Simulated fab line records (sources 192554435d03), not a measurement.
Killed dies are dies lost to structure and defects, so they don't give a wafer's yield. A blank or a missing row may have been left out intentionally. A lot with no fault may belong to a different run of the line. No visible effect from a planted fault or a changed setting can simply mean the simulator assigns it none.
Split-lot study || flow n5-finfet || 7 lots, 21 wafers read, on a route of 1938 steps

ON THE SPLIT
At N5_MOL_CONTACT_COAG_EXPOSE_05 (exposes mask CA, defocus 0 nm), the setting dose-mj was moved away from the recipe's 38.25 on 7 of the 21 wafers read, by -2.4% to +6.2%. All remaining wafers had this setting at the recipe value.

FROM THE SPLIT TO THE READING: what the file shows between them, 14 steps
- N5_MOL_CONTACT_COAG_PEB_06: peb time 60 s
- N5_MOL_CONTACT_COAG_DEVELOP_07: develop time 30 s
- N5_MOL_CONTACT_COAG_CD_MEAS_08: target cd 28 nm
- N5_MOL_CONTACT_COAG_DESCUM_13: chemistry O2, time 7 s
- N5_MOL_CONTACT_COAG_ETCH_59: etches underlayer in N2/H2, target depth 13 nm, time 10.4 s
- N5_MOL_CONTACT_COAG_ETCH_105: etches SiARC in CF4, target depth 15.6 nm, time 26 s (also split here: bias-w)
- N5_MOL_CONTACT_COAG_ETCH_106: etches SOC in N2/H2, target depth 80 nm, overetch 16 nm, time 120 s
- N5_MOL_CONTACT_COAG_STRIP_107: strips in N2/H2
- N5_MOL_CONTACT_COAG_STRIP_108: strips in N2/H2
- N5_MOL_CONTACT_COAG_CONTACT_ETCH_14: etches SiO2 in C4F6/O2, target depth 27.5 nm, overetch 8.5 nm, time 20 s
- N5_MOL_CONTACT_COAG_STRIP_109: strips in C4F6/O2
- N5_MOL_CONTACT_COAG_ETCH_15: etches SiNx in CH3F/O2, stops on Si:P, target depth 7 nm
- N5_MOL_CONTACT_COAG_ETCH_110: etches Si in CF4/O2, target depth 2.5 nm, time 8 s
- N5_MOL_CONTACT_COAG_STRIP_98: strips in N2/H2

THE READING
cd-nm, in nm, at N5_MOL_CONTACT_COAG_CD_MEAS_99 (target cd 17.2 nm). A value of 17.2 nm with a standard deviation of 0.35 nm is what fault-free wafers of this fab line usually give.

{"wafer": "L075.4", "tool, chamber at the split": "euv-scanner-02, 0", "dose-mj as run": 38.25, "against the recipe": "recipe", "cd-nm, nm": 17.8, "against lot-mates on the recipe": "-"}
{"wafer": "L075.5", "tool, chamber at the split": "euv-scanner-02, 0", "dose-mj as run": 37.33, "against the recipe": "-2.4%", "cd-nm, nm": 17.2, "against lot-mates on the recipe": -0.6}
{"wafer": "L075.6", "tool, chamber at the split": "euv-scanner-02, 0", "dose-mj as run": 37.33, "against the recipe": "-2.4%", "cd-nm, nm": 16.5, "against lot-mates on the recipe": -1.3}
{"wafer": "L076.1", "tool, chamber at the split": "euv-scanner-01, 0", "dose-mj as run": 38.25, "against the recipe": "recipe", "cd-nm, nm": 17.2, "against lot-mates on the recipe": "-"}
{"wafer": "L076.3", "tool, chamber at the split": "euv-scanner-01, 0", "dose-mj as run": 38.25, "against the recipe": "recipe", "cd-nm, nm": 17.2, "against lot-mates on the recipe": "-"}
{"wafer": "L076.6", "tool, chamber at the split": "euv-scanner-01, 0", "dose-mj as run": 38.25, "against the recipe": "recipe", "cd-nm, nm": 17.7, "against lot-mates on the recipe": "-"}
{"wafer": "L077.1", "tool, chamber at the split": "euv-scanner-01, 0", "dose-mj as run": 38.25, "against the recipe": "recipe", "cd-nm, nm": 16.5, "against lot-mates on the recipe": "-"}
{"wafer": "L077.2", "tool, chamber at the split": "euv-scanner-01, 0", "dose-mj as run": 40.54, "against the recipe": "+6.0%", "cd-nm, nm": 18.1, "against lot-mates on the recipe": "+1.6"}
{"wafer": "L077.5", "tool, chamber at the split": "euv-scanner-01, 0", "dose-mj as run": 38.25, "against the recipe": "recipe", "cd-nm, nm": 16.5, "against lot-mates on the recipe": "-"}
{"wafer": "L078.1", "tool, chamber at the split": "euv-scanner-01, 0", "dose-mj as run": 38.25, "against the recipe": "recipe", "cd-nm, nm": 17.0, "against lot-mates on the recipe": "-"}
{"wafer": "L078.4", "tool, chamber at the split": "euv-scanner-01, 0", "dose-mj as run": 38.25, "against the recipe": "recipe", "cd-nm, nm": 17.1, "against lot-mates on the recipe": "-"}
{"wafer": "L078.5", "tool, chamber at the split": "euv-scanner-01, 0", "dose-mj as run": 38.25, "against the recipe": "recipe", "cd-nm, nm": 17.1, "against lot-mates on the recipe": "-"}
{"wafer": "L092.3", "tool, chamber at the split": "euv-scanner-02, 0", "dose-mj as run": 40.37, "against the recipe": "+5.5%", "cd-nm, nm": 18.7, "against lot-mates on the recipe": "+1.1"}
{"wafer": "L092.4", "tool, chamber at the split": "euv-scanner-02, 0", "dose-mj as run": 38.25, "against the recipe": "recipe", "cd-nm, nm": 17.5, "against lot-mates on the recipe": "-"}
{"wafer": "L092.5", "tool, chamber at the split": "euv-scanner-02, 0", "dose-mj as run": 38.25, "against the recipe": "recipe", "cd-nm, nm": 17.7, "against lot-mates on the recipe": "-"}
{"wafer": "L095.3", "tool, chamber at the split": "euv-scanner-01, 0", "dose-mj as run": 38.25, "against the recipe": "recipe", "cd-nm, nm": 16.8, "against lot-mates on the recipe": "-"}
{"wafer": "L095.4", "tool, chamber at the split": "euv-scanner-01, 0", "dose-mj as run": 40.2, "against the recipe": "+5.1%", "cd-nm, nm": 18.1, "against lot-mates on the recipe": "+1.3"}
{"wafer": "L095.5", "tool, chamber at the split": "euv-scanner-01, 0", "dose-mj as run": 40.2, "against the recipe": "+5.1%", "cd-nm, nm": 17.9, "against lot-mates on the recipe": "+1.1"}
{"wafer": "L096.1", "tool, chamber at the split": "euv-scanner-02, 0", "dose-mj as run": 38.25, "against the recipe": "recipe", "cd-nm, nm": 17.4, "against lot-mates on the recipe": "-"}
{"wafer": "L096.2", "tool, chamber at the split": "euv-scanner-02, 0", "dose-mj as run": 40.62, "against the recipe": "+6.2%", "cd-nm, nm": 18.8, "against lot-mates on the recipe": "+1.6"}
{"wafer": "L096.4", "tool, chamber at the split": "euv-scanner-02, 0", "dose-mj as run": 38.25, "against the recipe": "recipe", "cd-nm, nm": 17.1, "against lot-mates on the recipe": "-"}

FIT RESULTS
A straight line over all 21 wafers: cd-nm changes by +0.198 nm for each +1% of dose-mj; r = +0.81; the points scatter about the line by 0.4 nm.
The same after taking each lot's own level away (the mean of its wafers on the recipe; 21 wafers): +0.258 nm for each +1%; r = +0.96; scatter 0.2 nm.
On that fit, the largest move of dose-mj shifts the reading by 1.6 nm.
The span of the lots' own levels, 16.50 to 17.80 nm, comes to 3.7 times the standard deviation stated above.
In other words, the slope is changed by the lot-to-lot level; the two fits disagree.
Check: with one of the wafers moved furthest among these (+6.2%) left out of the fit, the line predicts +1.54 nm for it against its lot-mates. Against them it came out at +1.55 nm.

THESE WAFERS: OTHER SPLITS
These wafers also went through other splits before the reading. Each is held against what the fit with the lots' levels taken away leaves over:
{"other split on the same wafers": "N5_SD_EPI_P_COAT_03 spin-rpm", "wafers away from the commonest value": 7, "r with cd-nm (lot level and that fit taken away)": "+0.23"}
{"other split on the same wafers": "N5_HKMG_FIN_ETCH_54 source-w", "wafers away from the commonest value": 7, "r with cd-nm (lot level and that fit taken away)": -0.25}
{"other split on the same wafers": "N5_HKMG_FIN_ETCH_58 source-w", "wafers away from the commonest value": 7, "r with cd-nm (lot level and that fit taken away)": -0.21}
{"other split on the same wafers": "N5_HKMG_FIN_COAT_06 spin-rpm", "wafers away from the commonest value": 5, "r with cd-nm (lot level and that fit taken away)": "+0.29"}
{"other split on the same wafers": "N5_HKMG_FIN_PEB_10 peb-time-s", "wafers away from the commonest value": 3, "r with cd-nm (lot level and that fit taken away)": "+0.17"}
{"other split on the same wafers": "N5_MOL_CONTACT_COAG_ETCH_105 bias-w", "wafers away from the commonest value": 8, "r with cd-nm (lot level and that fit taken away)": "+0.17"}

THE WHOLE CHAIN: every reading that the file lists as answering this split, in the file's order
{"step": "N5_MOL_CONTACT_COAG_CD_MEAS_08", "what it does": "target cd 28 nm", "reading": "cd-nm", "change (the file's fit)": "+0.218 nm for each +1% of the setting", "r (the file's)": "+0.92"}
{"step": "N5_MOL_CONTACT_COAG_ETCH_59", "what it does": "etches underlayer in N2/H2, target depth 13 nm, time 10.4 s", "reading": "MOL_CONTACT_COAG.cd-offset-nm (the simulator's own value, which no gauge read)", "change (the file's fit)": "+0.212 nm for each +1% of the setting", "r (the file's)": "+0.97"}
{"step": "N5_MOL_CONTACT_COAG_CONTACT_ETCH_14", "what it does": "etches SiO2 in C4F6/O2, target depth 27.5 nm, overetch 8.5 nm, time 20 s", "reading": "MOL_CONTACT_COAG.cd-offset-nm (the simulator's own value, which no gauge read)", "change (the file's fit)": "+0.203 nm for each +1% of the setting", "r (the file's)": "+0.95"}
{"step": "N5_MOL_CONTACT_COAG_ETCH_15", "what it does": "etches SiNx in CH3F/O2, stops on Si:P, target depth 7 nm", "reading": "MOL_CONTACT_COAG.cd-offset-nm (the simulator's own value, which no gauge read)", "change (the file's fit)": "+0.216 nm for each +1% of the setting", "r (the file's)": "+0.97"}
{"step": "N5_MOL_CONTACT_COAG_CD_MEAS_99", "what it does": "target cd 17.2 nm", "reading": "cd-nm", "change (the file's fit)": "+0.245 nm for each +1% of the setting", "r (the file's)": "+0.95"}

THE FILE'S OWN FIT
cd-nm changes by +0.245 nm for each +1% of dose-mj, r = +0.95.
